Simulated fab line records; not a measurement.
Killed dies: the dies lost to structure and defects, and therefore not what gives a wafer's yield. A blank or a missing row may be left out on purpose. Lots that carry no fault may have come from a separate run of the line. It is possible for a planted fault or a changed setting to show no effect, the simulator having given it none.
fab line records	flow n5-finfet
record: lots: 24	wafers: 72	last-day: 18
route steps=1938 shown BEOL_M5@1177 BEOL_M6@1197
lots with no fault: from the same line, run without faults
start-h: start of the lot's first displayed wafer, in hours after the record's first day	wait-h: how many hours have passed since the lot's step before this one	" repeats the value in the row above	L1.1+2: a row that stands for several wafers	- no value present, or no start provided	* or withheld: withheld	< > ~ a bound
route shown NAME@n: names a module that has steps shown in the file, with the first one's number in the route	usual: mean and standard deviation over wafers with no fault	same: alike in all rows	chamber/n: place in a boat	sites: per-site readings	_std_site: their standard deviation	_edge_site: outer sites' mean less inner sites'	radius-mm: for every site, how far away it sits from the centre of the wafer	mask NAME#n: copy n	behind: tool/chamber where the wafer was last shaped	hold: what put the lot on hold/how long, in hours/how the hold closed	device: transistor that didn't switch, given as n, p or np	end of line: at the end of the route, the tests of the same wafers	where a step has no rows: the recipe by itself	killed: dies lost to structure and defects at the first sort, not the wafer's yield	map: a wafer's dies, marking killed ones x, the rest . and places with no die _
set.NAME: the run value of the setting; set.NAME@STEP: its run value at that earlier step	model.NAME: the simulator's own value behind a step, which no gauge read
steps of the route over a sample of lots; a table a step, a row a wafer
services: when a tool's chamber went out of use (start-h, in hours from the record's first day, below 0 if earlier), for how many hours, and the reason
== steps ==
step: N5_BEOL_M5_SPUTTER_81
recipe: material: Cu	target-thk-a: 150	temp-c: -20	chamber-pressure-pa: 0.07	power-w: withheld	time-s: 27.62
usual: chamber-pressure-pa: 0.07001/0.00014	throttle-valve-pct: 29.6/0.94
lot.wafer	tool	chamber	start-h	wait-h	chamber-pressure-pa	throttle-valve-pct
L074.2	pvd-sputter-03	-	176.78	0.5	0.07014	29.0
L074.3	"	-	"	"	0.07023	29.5
L074.5	"	-	"	"	0.07029	30.4
L075.2	pvd-sputter-01	-	191.82	0.5	0.07013	30.7
L075.4	"	-	"	"	0.07001	29.9
L075.6	"	-	"	"	0.07016	30.9
L077.1	pvd-sputter-03	-	195.39	0.5	0.07001	29.3
L077.2	"	-	"	"	0.07011	28.9
L077.3	"	-	"	"	0.07009	30.4
L076.3	pvd-sputter-02	-	199.79	0.5	0.07012	28.3
L076.4	"	-	"	"	0.06995	29.4
L076.6	"	-	"	"	0.07008	28.3
L078.1	pvd-sputter-03	-	201.06	0.5	0.06994	30.3
L078.2	"	-	"	"	0.06971	29.3
L078.5	"	-	"	"	0.07016	28.7
L079.1	pvd-sputter-02	-	209.69	0.5	0.07021	28.0
L079.3	"	-	"	"	0.06983	29.2
L079.5	"	-	"	"	0.07007	29.4
L080.4	pvd-sputter-03	-	211.96	0.5	0.06995	29.0
L080.5	"	-	"	"	0.06992	30.6
L080.6	"	-	"	"	0.06999	29.3
L082.3	pvd-sputter-03	-	223.61	0.5	0.0698	29.2
L082.4	"	-	"	"	0.06989	28.9
L082.6	"	-	"	"	0.06986	29.0
L081.2	pvd-sputter-02	-	224.55	0.5	0.07003	29.3
L081.3	"	-	"	"	0.07002	28.5
L081.4	"	-	"	"	0.06987	29.3
L083.1	pvd-sputter-02	-	233.77	0.5	0.07001	29.3
L083.4	"	-	"	"	0.07008	29.5
L083.5	"	-	"	"	0.06993	29.5
L084.2	pvd-sputter-01	-	234.55	0.5	0.07	30.7
L084.3	"	-	"	"	0.06977	32.2
L084.6	"	-	"	"	0.07006	30.2
L085.3	pvd-sputter-02	-	250.00	0.5	0.07022	28.1
L085.5	"	-	"	"	0.06995	29.8
L085.6	"	-	"	"	0.07001	28.9
L087.1	pvd-sputter-01	-	263.02	0.5	0.06994	32.2
L087.2	"	-	"	"	0.06987	30.7
L087.5	"	-	"	"	0.06997	29.1
L086.2	pvd-sputter-02	-	263.93	0.5	0.07014	29.5
L086.3	"	-	"	"	0.0701	28.2
L086.6	"	-	"	"	0.07004	29.4
L088.1	pvd-sputter-03	-	267.30	0.5	0.07014	30.5
L088.5	"	-	"	"	0.0701	30.5
L088.6	"	-	"	"	0.06997	30.3
L089.1	pvd-sputter-02	-	275.51	0.5	0.06983	28.4
L089.2	"	-	"	"	0.06981	29.3
L089.6	"	-	"	"	0.06985	29.0
L092.2	pvd-sputter-02	-	280.37	0.5	0.07016	29.5
L092.3	"	-	"	"	0.07002	29.3
L092.6	"	-	"	"	0.07007	29.5
L090.1	pvd-sputter-03	-	280.49	0.5	0.06996	29.1
L090.4	"	-	"	"	0.07001	30.4
L090.5	"	-	"	"	0.07015	30.2
L091.1	pvd-sputter-02	-	285.10	0.5	0.06996	29.5
L091.4	"	-	"	"	0.06993	28.8
L091.5	"	-	"	"	0.0698	29.3
L093.2	pvd-sputter-01	-	297.57	0.5	0.06994	30.5
L093.5	"	-	"	"	0.06994	30.0
L093.6	"	-	"	"	0.07029	32.2
L094.2	pvd-sputter-03	-	313.16	0.5	0.06998	30.4
L094.3	"	-	"	"	0.07011	28.7
L094.4	"	-	"	"	0.07017	30.7
L095.3	pvd-sputter-02	-	316.17	0.5	0.07008	29.6
L095.5	"	-	"	"	0.0699	28.2
L095.6	"	-	"	"	0.06961	29.3
L096.3	pvd-sputter-01	-	316.95	0.5	0.06991	29.9
L096.4	"	-	"	"	0.06986	29.0
L096.5	"	-	"	"	0.07011	30.8
L097.2	pvd-sputter-02	-	320.80	0.5	0.07009	29.4
L097.4	"	-	"	"	0.07021	28.9
L097.5	"	-	"	"	0.06984	29.4
step: N5_BEOL_M5_ANNEAL_82
recipe: temp-c: 400	time-s: 1800	ambient: vacuum
usual: heater-power-w: 789/65
lot.wafer	tool	chamber	start-h	wait-h	heater-power-w
L074.2	pvd-sputter-03	-	176.86	0.0	748
L074.3	"	-	"	"	678
L074.5	"	-	"	"	740
L075.2	pvd-sputter-01	-	191.90	0.0	881
L075.4	"	-	"	"	836
L075.6	"	-	"	"	890
L077.1	pvd-sputter-03	-	195.47	0.0	690
L077.2	"	-	"	"	754
L077.3	"	-	"	"	762
L076.3	pvd-sputter-02	-	199.87	0.0	693
L076.4	"	-	"	"	792
L076.6	"	-	"	"	696
L078.1	pvd-sputter-03	-	201.14	0.0	744
L078.2	"	-	"	"	696
L078.5	"	-	"	"	746
L079.1	pvd-sputter-02	-	209.77	0.0	694
L079.3	"	-	"	"	762
L079.5	"	-	"	"	790
L080.4	pvd-sputter-03	-	212.04	0.0	759
L080.5	"	-	"	"	732
L080.6	"	-	"	"	731
L082.3	pvd-sputter-03	-	223.69	0.0	677
L082.4	"	-	"	"	746
L082.6	"	-	"	"	770
L081.2	pvd-sputter-02	-	224.63	0.0	846
L081.3	"	-	"	"	705
L081.4	"	-	"	"	791
L083.1	pvd-sputter-02	-	233.85	0.0	835
L083.4	"	-	"	"	772
L083.5	"	-	"	"	777
L084.2	pvd-sputter-01	-	234.63	0.0	895
L084.3	"	-	"	"	860
L084.6	"	-	"	"	850
L085.3	pvd-sputter-02	-	250.08	0.0	698
L085.5	"	-	"	"	786
L085.6	"	-	"	"	841
L087.1	pvd-sputter-01	-	263.10	0.0	874
L087.2	"	-	"	"	909
L087.5	"	-	"	"	880
L086.2	pvd-sputter-02	-	264.01	0.0	794
L086.3	"	-	"	"	684
L086.6	"	-	"	"	787
L088.1	pvd-sputter-03	-	267.38	0.0	762
L088.5	"	-	"	"	764
L088.6	"	-	"	"	751
L089.1	pvd-sputter-02	-	275.59	0.0	696
L089.2	"	-	"	"	833
L089.6	"	-	"	"	830
L092.2	pvd-sputter-02	-	280.45	0.0	802
L092.3	"	-	"	"	838
L092.6	"	-	"	"	861
L090.1	pvd-sputter-03	-	280.57	0.0	737
L090.4	"	-	"	"	755
L090.5	"	-	"	"	746
L091.1	pvd-sputter-02	-	285.18	0.0	792
L091.4	"	-	"	"	841
L091.5	"	-	"	"	824
L093.2	pvd-sputter-01	-	297.65	0.0	882
L093.5	"	-	"	"	864
L093.6	"	-	"	"	858
L094.2	pvd-sputter-03	-	313.24	0.0	760
L094.3	"	-	"	"	767
L094.4	"	-	"	"	748
L095.3	pvd-sputter-02	-	316.25	0.0	788
L095.5	"	-	"	"	688
L095.6	"	-	"	"	837
L096.3	pvd-sputter-01	-	317.03	0.0	870
L096.4	"	-	"	"	882
L096.5	"	-	"	"	896
L097.2	pvd-sputter-02	-	320.88	0.0	847
L097.4	"	-	"	"	837
L097.5	"	-	"	"	842
step: N5_BEOL_M6_PECVD_70
recipe: material: SiO2	target-thk-a: 200	temp-c: 400	precursor: TEOS/O2	pressure-torr: 5.5	rf-w: 450	teos-flow-sccm: 53.8	gas: O2	flow-sccm: 3000	time-s: 22.7
usual: heater-power-w: 721/120	rf-fwd-power-W: 444.6/1.7	showerhead-plenum-p-Torr: 8.764/0.025	throttle-valve-pct: 22.1/1
lot.wafer	tool	chamber	start-h	wait-h	heater-power-w	rf-fwd-power-W	showerhead-plenum-p-Torr	throttle-valve-pct
L074.2	pecvd-04	1	181.89	0.0	581	444.7	8.759	21.9
L074.3	"	0	"	"	647	445.0	8.730	22.1
L074.5	"	0	"	"	648	443.5	8.752	22.4
L075.2	pecvd-04	1	197.25	0.0	561	442.2	8.747	22.2
L075.4	"	1	"	"	563	443.2	8.769	21.9
L075.6	"	0	"	"	697	441.8	8.745	22.6
L077.1	pecvd-03	2	200.45	0.0	885	444.5	8.762	20.7
L077.2	"	0	"	"	746	445.8	8.729	23.7
L077.3	"	1	"	"	929	442.8	8.779	22.0
L076.3	pecvd-02	0	205.32	0.0	610	445.6	8.743	22.3
L076.4	"	1	"	"	547	446.5	8.774	23.5
L076.6	"	2	"	"	743	447.0	8.787	20.7
L078.1	pecvd-02	1	206.18	0.0	629	444.4	8.772	23.5
L078.2	"	2	"	"	652	445.3	8.784	20.5
L078.5	"	2	"	"	652	447.1	8.786	20.9
L079.1	pecvd-03	1	214.90	0.1	990	440.2	8.761	21.7
L079.3	"	2	"	"	781	444.7	8.787	20.9
L079.5	"	0	"	"	783	445.8	8.734	23.2
L080.4	pecvd-03	1	217.08	0.1	954	443.3	8.792	21.8
L080.5	"	0	"	"	650	446.8	8.688	23.7
L080.6	"	2	"	"	862	445.4	8.788	20.6
L082.3	pecvd-03	2	228.61	0.0	810	444.0	8.782	20.7
L082.4	"	0	"	"	687	446.2	8.731	23.2
L082.6	"	1	"	"	908	441.7	8.803	21.8
L081.2	pecvd-04	1	229.59	0.0	500	442.1	8.746	22.2
L081.3	"	1	"	"	501	443.9	8.754	22.2
L081.4	"	0	"	"	729	445.4	8.762	22.8
L084.2	pecvd-04	0	239.54	0.0	664	444.6	8.757	22.6
L084.3	"	2	"	"	697	445.4	8.737	20.8
L084.6	"	1	"	"	550	444.1	8.782	22.1
L083.1	pecvd-03	2	246.51	0.0	885	444.5	8.775	20.9
L083.4	"	0	"	"	781	447.7	8.710	23.6
L083.5	"	1	"	"	844	444.5	8.782	22.1
L085.3	pecvd-03	0	254.99	0.0	769	445.2	8.685	23.4
L085.5	"	1	"	"	926	442.6	8.792	22.2
L085.6	"	0	"	"	773	444.7	8.706	23.4
L087.1	pecvd-02	1	268.02	0.0	562	444.2	8.776	23.6
L087.2	"	2	"	"	720	445.0	8.809	20.5
L087.5	"	2	"	"	715	446.0	8.795	20.6
L088.1	pecvd-03	0	272.58	0.0	758	447.6	8.742	23.2
L088.5	"	2	"	"	844	445.0	8.779	21.2
L088.6	"	1	"	"	966	445.1	8.771	22.0
L086.2	pecvd-02	2	275.26	0.0	689	445.2	8.802	20.9
L086.3	"	0	"	"	600	446.4	8.752	22.5
L086.6	"	0	"	"	595	446.4	8.752	22.3
L089.1	pecvd-03	2	280.53	0.0	868	443.0	8.767	20.9
L089.2	"	0	"	"	729	448.0	8.725	23.4
L089.6	"	1	"	"	887	443.9	8.797	21.9
L092.2	pecvd-03	2	285.50	0.0	833	444.6	8.762	21.0
L092.3	"	0	"	"	765	445.8	8.714	23.4
L092.6	"	2	"	"	831	445.5	8.797	21.0
L090.1	pecvd-02	1	285.76	0.0	562	445.7	8.759	23.6
L090.4	"	2	"	"	577	443.6	8.797	20.9
L090.5	"	1	"	"	546	446.5	8.783	23.4
L091.1	pecvd-02	0	290.96	0.0	627	445.0	8.759	22.5
L091.4	"	1	"	"	594	444.0	8.782	23.4
L091.5	"	2	"	"	701	444.0	8.811	20.6
L093.2	pecvd-03	1	302.82	0.0	898	443.3	8.786	22.0
L093.5	"	1	"	"	898	444.9	8.785	21.8
L093.6	"	0	"	"	672	444.4	8.730	23.5
L094.2	pecvd-04	1	318.15	0.0	575	445.8	8.778	21.9
L094.3	"	0	"	"	681	443.8	8.754	22.6
L094.4	"	1	"	"	573	441.3	8.754	22.1
L095.3	pecvd-04	0	321.64	0.0	734	443.9	8.776	22.7
L095.5	"	0	"	"	738	444.2	8.758	22.9
L095.6	"	2	"	"	698	446.3	8.766	21.1
L096.3	pecvd-04	1	321.98	0.0	598	443.6	8.760	22.4
L096.4	"	1	"	"	597	444.2	8.765	22.3
L096.5	"	2	"	"	723	442.5	8.754	21.1
L097.2	pecvd-02	0	326.21	0.0	682	441.7	8.768	22.5
L097.4	"	0	"	"	678	442.3	8.748	22.2
L097.5	"	1	"	"	597	444.9	8.763	23.5
step: N5_BEOL_M6_CD_MEAS_11
recipe: target-cd-nm: 38.5	landing-energy-ev: 500	detector: se-inlens	polarity: opening
usual: cd-nm: 38.5/0.5
lot.wafer	tool	chamber	start-h	wait-h	cd-nm
L074.2	cd-sem-02	0	182.64	-	38.4
L074.3	"	0	"	"	37.9
L074.5	"	0	"	"	38.2
L075.2	cd-sem-01	0	199.33	-	39.9
L075.4	"	0	"	"	39.4
L075.6	"	0	"	"	39.0
L077.1	cd-sem-03	0	203.95	-	38.3
L077.2	"	0	"	"	38.7
L077.3	"	0	"	"	38.9
L076.3	cd-sem-03	0	205.88	-	38.8
L076.4	"	0	"	"	38.8
L076.6	"	0	"	"	38.4
L078.1	cd-sem-03	0	207.78	-	38.2
L078.2	"	0	"	"	38.3
L078.5	"	0	"	"	38.5
L079.1	cd-sem-03	0	216.78	-	37.7
L079.3	"	0	"	"	38.8
L079.5	"	0	"	"	38.1
L080.4	cd-sem-03	0	217.65	-	38.5
L080.5	"	0	"	"	38.1
L080.6	"	0	"	"	38.2
L082.3	cd-sem-03	0	230.23	-	38.0
L082.4	"	0	"	"	38.8
L082.6	"	0	"	"	38.1
L081.2	cd-sem-01	0	230.46	-	38.2
L081.3	"	0	"	"	39.3
L081.4	"	0	"	"	38.5
L084.2	cd-sem-02	0	241.46	-	38.3
L084.3	"	0	"	"	38.1
L084.6	"	0	"	"	38.8
L083.1	cd-sem-01	0	248.36	-	38.0
L083.4	"	0	"	"	38.8
L083.5	"	0	"	"	39.0
L085.3	cd-sem-03	0	256.04	-	38.9
L085.5	"	0	"	"	39.3
L085.6	"	0	"	"	39.0
L087.1	cd-sem-03	0	271.98	-	37.8
L087.2	"	0	"	"	37.9
L087.5	"	0	"	"	38.0
L088.1	cd-sem-03	0	273.78	-	39.0
L088.5	"	0	"	"	38.4
L088.6	"	0	"	"	38.4
L086.2	cd-sem-03	0	275.98	-	37.8
L086.3	"	0	"	"	38.2
L086.6	"	0	"	"	38.3
L089.1	cd-sem-01	0	282.60	-	37.5
L089.2	"	0	"	"	37.8
L089.6	"	0	"	"	38.4
L092.2	cd-sem-01	0	287.41	-	38.2
L092.3	"	0	"	"	38.4
L092.6	"	0	"	"	38.6
L090.1	cd-sem-01	0	287.57	-	38.6
L090.4	"	0	"	"	38.8
L090.5	"	0	"	"	38.9
L091.1	cd-sem-03	0	292.49	-	39.3
L091.4	"	0	"	"	38.1
L091.5	"	0	"	"	39.5
L093.2	cd-sem-03	0	304.55	-	37.8
L093.5	"	0	"	"	38.3
L093.6	"	0	"	"	38.6
L094.2	cd-sem-01	0	320.36	-	38.9
L094.3	"	0	"	"	38.5
L094.4	"	0	"	"	38.7
L095.3	cd-sem-01	0	322.58	-	38.2
L095.5	"	0	"	"	38.0
L095.6	"	0	"	"	38.2
L096.3	cd-sem-03	0	324.72	-	38.6
L096.4	"	0	"	"	38.5
L096.5	"	0	"	"	38.1
L097.2	cd-sem-01	0	327.18	-	38.7
L097.4	"	0	"	"	38.9
L097.5	"	0	"	"	39.1
step: N5_BEOL_M6_STRIP_19
recipe: chemistry: O2	power-w: 400	temp-c: 40	pressure-mtorr: 30	rf-frequency-hz: 6e+07	bias-power-w: 0	overash-fraction: 0.2	o2-flow-sccm: 225
usual: drypump-motor-current-A: 5.9/0.37	oes-product-au: 0.83/0.079	rf-vpp-V: 3.6/0.61	showerhead-plenum-p-Torr: 2.12/0.061	throttle-valve-pct: 16.68/0.26
lot.wafer	tool	chamber	start-h	wait-h	drypump-motor-current-A	oes-product-au	rf-hours-counter-h	rf-vpp-V	showerhead-plenum-p-Torr	throttle-valve-pct
L074.2	rie-diel-01	0	183.15	0.1	6.0	0.86	50	3.6	2.23	16.57
L074.3	"	3	"	"	5.3	0.89	27	4.0	2.24	16.82
L074.5	"	0	"	"	6.0	0.86	-	3.6	2.23	16.56
L075.2	rie-diel-02	3	199.88	0.1	5.5	0.86	26	3.4	2.16	16.33
L075.4	"	1	"	"	5.5	0.72	215	2.7	2.17	17.12
L075.6	"	3	"	"	5.5	0.88	-	2.5	2.16	16.34
L077.1	rie-diel-01	3	204.43	0.1	5.3	0.88	34	4.0	2.24	16.80
L077.2	"	0	"	"	6.0	0.87	56	2.7	2.23	16.56
L077.3	"	1	"	"	6.0	0.96	3	3.8	2.07	16.51
L076.3	rie-diel-06	0	206.46	0.2	6.2	0.88	37	4.0	2.05	16.76
L076.4	"	3	"	"	5.4	0.68	214	3.6	2.07	17.01
L076.6	"	1	"	"	6.5	0.91	-	2.9	2.16	16.87
L078.1	rie-diel-06	3	208.26	0.1	5.4	0.68	215	4.3	2.07	16.98
L078.2	"	0	"	"	6.2	0.87	38	2.8	2.05	16.76
L078.5	"	1	"	"	6.5	0.90	-	3.0	2.16	16.87
L079.1	rie-diel-02	0	217.95	0.1	6.0	0.85	74	4.5	2.12	16.49
L079.3	"	1	"	"	5.5	0.72	221	3.9	2.16	17.10
L079.5	"	1	"	"	5.5	0.72	-	3.0	2.16	17.12
L080.4	rie-diel-02	0	218.51	0.1	6.0	0.84	74	2.5	2.12	16.48
L080.5	"	1	"	"	5.5	0.72	-	3.8	2.16	17.12
L080.6	"	0	"	"	6.0	0.83	-	3.4	2.12	16.50
L082.3	rie-diel-02	3	230.76	0.1	5.5	0.85	38	3.5	2.16	16.35
L082.4	"	1	"	"	5.5	0.71	226	3.3	2.16	17.12
L082.6	"	3	"	"	5.5	0.85	-	2.5	2.16	16.35
L081.2	rie-diel-02	1	230.93	0.1	5.5	0.71	226	4.3	2.16	17.13
L081.3	"	3	"	"	5.6	0.85	38	3.1	2.16	16.36
L081.4	"	0	"	"	6.0	0.83	77	4.0	2.12	16.48
L084.2	rie-diel-01	0	242.83	0.3	6.0	0.83	72	3.2	2.22	16.61
L084.3	"	1	"	"	6.1	0.90	19	3.7	2.07	16.53
L084.6	"	3	"	"	5.3	0.86	-	4.4	2.24	16.84
L083.1	rie-diel-02	1	248.90	0.1	5.5	0.70	232	4.0	2.16	17.14
L083.4	"	3	"	"	5.5	0.84	45	3.6	2.16	16.36
L083.5	"	0	"	"	6.0	0.81	-	3.7	2.12	16.50
L085.3	rie-diel-02	2	256.52	0.1	6.2	0.84	72	3.8	2.13	16.33
L085.5	"	1	"	"	5.5	0.70	-	3.0	2.16	17.14
L085.6	"	2	"	"	6.1	0.85	-	4.2	2.13	16.36
L087.1	rie-diel-02	1	272.63	0.1	5.5	0.70	240	3.4	2.16	17.15
L087.2	"	2	"	"	6.2	0.84	77	3.3	2.12	16.36
L087.5	"	1	"	"	5.5	0.71	-	4.6	2.16	17.16
L088.1	rie-diel-01	2	274.41	0.2	5.9	1.01	0	4.2	2.16	16.52
L088.5	"	1	"	"	6.1	0.88	-	2.6	2.06	16.56
L088.6	"	2	"	"	5.9	1.01	-	3.0	2.16	16.51
L086.2	rie-diel-01	3	276.51	0.1	5.3	0.84	62	3.2	2.23	16.87
L086.3	"	0	"	"	6.0	0.82	84	3.1	2.22	16.62
L086.6	"	3	"	"	5.3	0.84	-	3.6	2.23	16.89
L089.1	rie-diel-06	0	283.08	0.1	6.2	0.84	62	3.3	2.04	16.79
L089.2	"	2	"	"	5.7	0.83	78	4.3	2.03	16.54
L089.6	"	1	"	"	6.5	0.87	-	3.6	2.15	16.90
L092.2	rie-diel-02	0	287.88	0.1	6.0	0.81	96	4.4	2.12	16.52
L092.3	"	2	"	"	6.2	0.84	82	3.1	2.12	16.37
L092.6	"	2	"	"	6.2	0.83	-	3.5	2.12	16.38
L090.1	rie-diel-06	2	288.14	0.1	5.7	0.82	79	4.3	2.03	16.54
L090.4	"	3	"	"	5.4	0.66	244	3.4	2.06	17.05
L090.5	"	1	"	"	6.5	0.86	-	2.9	2.15	16.90
L091.1	rie-diel-06	2	293.36	0.3	5.7	0.83	81	3.2	2.03	16.54
L091.4	"	0	"	"	6.2	0.84	65	3.8	2.04	16.81
L091.5	"	2	"	"	5.7	0.83	-	4.6	2.03	16.53
L093.2	rie-diel-06	2	305.02	0.1	5.7	0.81	86	3.1	2.03	16.57
L093.5	"	1	"	"	6.5	0.86	-	3.1	2.14	16.92
L093.6	"	2	"	"	5.7	0.83	-	3.0	2.03	16.56
L094.2	rie-diel-06	3	320.86	0.1	5.4	1.02	1	3.1	2.05	16.57
L094.3	"	1	"	"	6.5	0.85	66	4.3	2.14	16.92
L094.4	"	2	"	"	5.7	0.81	92	3.4	2.02	16.57
L095.3	rie-diel-06	3	323.12	0.1	5.3	1.01	2	2.9	2.05	16.56
L095.5	"	2	"	"	5.7	0.82	-	3.9	2.02	16.56
L095.6	"	1	"	"	6.5	0.84	-	4.3	2.14	16.96
L096.3	rie-diel-02	3	325.20	0.1	5.5	0.79	72	4.8	2.15	16.41
L096.4	"	1	"	"	5.5	0.99	2	3.9	2.15	16.74
L096.5	"	1	"	"	5.6	0.97	-	3.8	2.15	16.78
L097.2	rie-diel-06	3	327.65	0.1	5.4	1.01	3	3.1	2.05	16.56
L097.4	"	2	"	"	5.7	0.81	95	3.6	2.02	16.57
L097.5	"	3	"	"	5.4	1.02	-	3.3	2.05	16.56
step: N5_BEOL_M6_INSPECT_30
recipe: mode: adi	inspect-instrument: brightfield
usual: raw-defect-count: 412/97
lot.wafer	tool	chamber	start-h	wait-h	raw-defect-count
L074.2	defect-inspect-02	-	185.23	0.0	296
L074.3	"	-	"	"	251
L074.5	"	-	"	"	339
L075.2	defect-inspect-02	-	202.67	0.0	292
L075.4	"	-	"	"	311
L075.6	"	-	"	"	309
L077.1	defect-inspect-02	-	205.09	0.1	471
L077.2	"	-	"	"	311
L077.3	"	-	"	"	346
L076.3	defect-inspect-02	-	206.93	0.0	548
L076.4	"	-	"	"	442
L076.6	"	-	"	"	485
L078.1	defect-inspect-02	-	208.73	0.1	311
L078.2	"	-	"	"	298
L078.5	"	-	"	"	392
L079.1	defect-inspect-02	-	219.11	0.1	428
L079.3	"	-	"	"	369
L079.5	"	-	"	"	388
L080.4	defect-inspect-02	-	220.01	0.0	353
L080.5	"	-	"	"	382
L080.6	"	-	"	"	305
L081.2	defect-inspect-02	-	232.45	0.0	270
L081.3	"	-	"	"	339
L081.4	"	-	"	"	249
L082.3	defect-inspect-02	-	232.62	0.0	403
L082.4	"	-	"	"	401
L082.6	"	-	"	"	355
L084.2	defect-inspect-02	-	243.29	0.0	406
L084.3	"	-	"	"	429
L084.6	"	-	"	"	349
L083.1	defect-inspect-02	-	250.22	0.1	404
L083.4	"	-	"	"	455
L083.5	"	-	"	"	353
L085.3	defect-inspect-02	-	257.56	0.0	376
L085.5	"	-	"	"	296
L085.6	"	-	"	"	338
L088.1	defect-inspect-01	-	277.45	0.1	475
L088.5	"	-	"	"	659
L088.6	"	-	"	"	470
L086.2	defect-inspect-01	-	277.61	0.0	333
L086.3	"	-	"	"	346
L086.6	"	-	"	"	321
L087.1	defect-inspect-01	-	277.66	0.1	535
L087.2	"	-	"	"	392
L087.5	"	-	"	"	440
L089.1	defect-inspect-01	-	283.67	0.1	536
L089.2	"	-	"	"	540
L089.6	"	-	"	"	493
L092.2	defect-inspect-01	-	288.48	0.0	503
L092.3	"	-	"	"	452
L092.6	"	-	"	"	433
L090.1	defect-inspect-02	-	288.61	0.1	374
L090.4	"	-	"	"	435
L090.5	"	-	"	"	342
L091.1	defect-inspect-01	-	294.72	0.1	344
L091.4	"	-	"	"	324
L091.5	"	-	"	"	312
L093.2	defect-inspect-01	-	306.11	0.0	550
L093.5	"	-	"	"	560
L093.6	"	-	"	"	643
L095.3	defect-inspect-02	-	324.17	0.0	415
L095.5	"	-	"	"	449
L095.6	"	-	"	"	412
L094.2	defect-inspect-02	-	324.39	0.0	474
L094.3	"	-	"	"	515
L094.4	"	-	"	"	664
L096.3	defect-inspect-01	-	325.69	0.0	618
L096.4	"	-	"	"	392
L096.5	"	-	"	"	434
L097.2	defect-inspect-01	-	328.33	0.0	390
L097.4	"	-	"	"	431
L097.5	"	-	"	"	470
== services ==
tool	chamber	start-h	hours	kind
pvd-sputter-03	-	157.71	0.7	repair
rie-diel-02	2	171.75	5.4	repair
rie-diel-01	-	189.34	0.3	repair
pecvd-02	2	192.60	5.5	scheduled-down
pecvd-03	-	195.49	2.4	repair
pecvd-02	0	198.06	2.1	scheduled-down
pecvd-04	2	202.38	-	clean
pecvd-04	2	202.38	-	consumable-replace:showerhead
pecvd-04	2	202.38	29.0	scheduled-down
pecvd-04	2	202.38	29.0	vent-cycle
rie-diel-01	2	218.92	9.9	repair
rie-diel-02	0	219.88	3.8	repair
pecvd-03	0	221.79	5.5	scheduled-down
rie-diel-01	2	254.45	7.3	repair
pecvd-04	0	287.85	5.5	scheduled-down
rie-diel-02	1	302.20	-	clean
rie-diel-02	1	302.20	-	consumable-replace:focus-ring
rie-diel-02	1	302.20	17.0	scheduled-down
rie-diel-02	1	302.20	17.0	vent-cycle
rie-diel-06	3	303.32	-	clean
rie-diel-06	3	303.32	-	consumable-replace:focus-ring
rie-diel-06	3	303.32	15.4	scheduled-down
rie-diel-06	3	303.32	15.4	vent-cycle
rie-diel-01	2	315.73	7.1	repair
== key ==
fault none
